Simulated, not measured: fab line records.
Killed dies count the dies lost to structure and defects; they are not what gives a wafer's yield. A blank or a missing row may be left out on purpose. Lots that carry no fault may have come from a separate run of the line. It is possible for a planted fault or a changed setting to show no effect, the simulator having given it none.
Chamber matching    flow n5 finfet    N5_HKMG_FIN_CMP_23 on cmp-02 has 4 sister chambers
The step polishes, stops on SiNx, t overpolish 10 s, target thk 46.326 nm. 14 wafers are shown with their chamber, then 7 later ones without.

== WAFERS PAIRED WITH THEIR CHAMBERS ==
wafer   chamber  motor current A (A)  time to endpoint s (s)  overpolish run s (s)
L074.1  2        13.2                 14.1                    10.014
L074.3  1        12.8                 15.0                    10.001
L074.6  3        11.1                 12.0                    10.005
L077.2  3        11.4                 12.7                    10.016
L077.3  2        13.3                 13.0                    10.010
L077.6  1        12.5                 13.4                    10.015
L078.1  2        12.7                 11.8                    9.996
L078.5  1        13.0                 18.0                    9.994
L078.6  2        13.0                 12.5                    9.968
L085.1  3        10.7                 12.6                    10.021
L085.4  2        13.4                 13.6                    10.001
L085.5  2        13.2                 13.2                    9.996
L090.4  0        12.9                 9.4                     10.024
L090.5  3        10.9                 11.0                    9.998

SIGNATURES (means of the wafers above)
reading             chamber 0  chamber 1  chamber 2  chamber 3  scatter within a chamber
motor current A     12.900     12.767     13.133     11.025     0.266
time to endpoint s  9.400      15.467     13.033     12.075     1.27
overpolish run s    10.02400   10.00333   9.99750    10.01000   0.0137
Rule: for each reading, subtract the chamber's mean from the wafer's reading, divide by that reading's scatter and square the result; add these up over the readings and take the root, which gives the wafer's distance from the chamber. If the next closest chamber is less than 2 further off than the closest, the wafer can't be placed; otherwise it belongs to the closest. How the scatter is found: for the shown wafers, subtract from each reading the mean of its chamber, square and add these, divide the total by (wafers less chambers), then take the root.

== WAFERS WHOSE CHAMBER IS MISSING ==
wafer   motor current A (A)  time to endpoint s (s)  overpolish run s (s)
L090.6  12.9                 12.4                    10.001
L093.2  11.4                 10.3                    10.007
L093.4  12.3                 8.4                     10.013
L093.5  13.3                 13.3                    9.997
L094.1  12.9                 14.9                    9.996
L094.4  13.1                 14.9                    9.990
L094.5  13.2                 13.6                    9.979

== WHICH CHAMBER EACH WENT THROUGH ==
wafer    from the rows above            in truth
L090.6   can't be placed: 2 or 1 or 0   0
L093.2   3                              3
L093.4   0                              0
L093.5   2                              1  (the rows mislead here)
L094.1   can't be placed: 1 or 2        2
L094.4   can't be placed: 2 or 1        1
L094.5   can't be placed: 2 or 1        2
2 of 7 placed correctly. These rows do not allow placing 4 (true chamber among the candidates in 4). 1 placed wrongly.
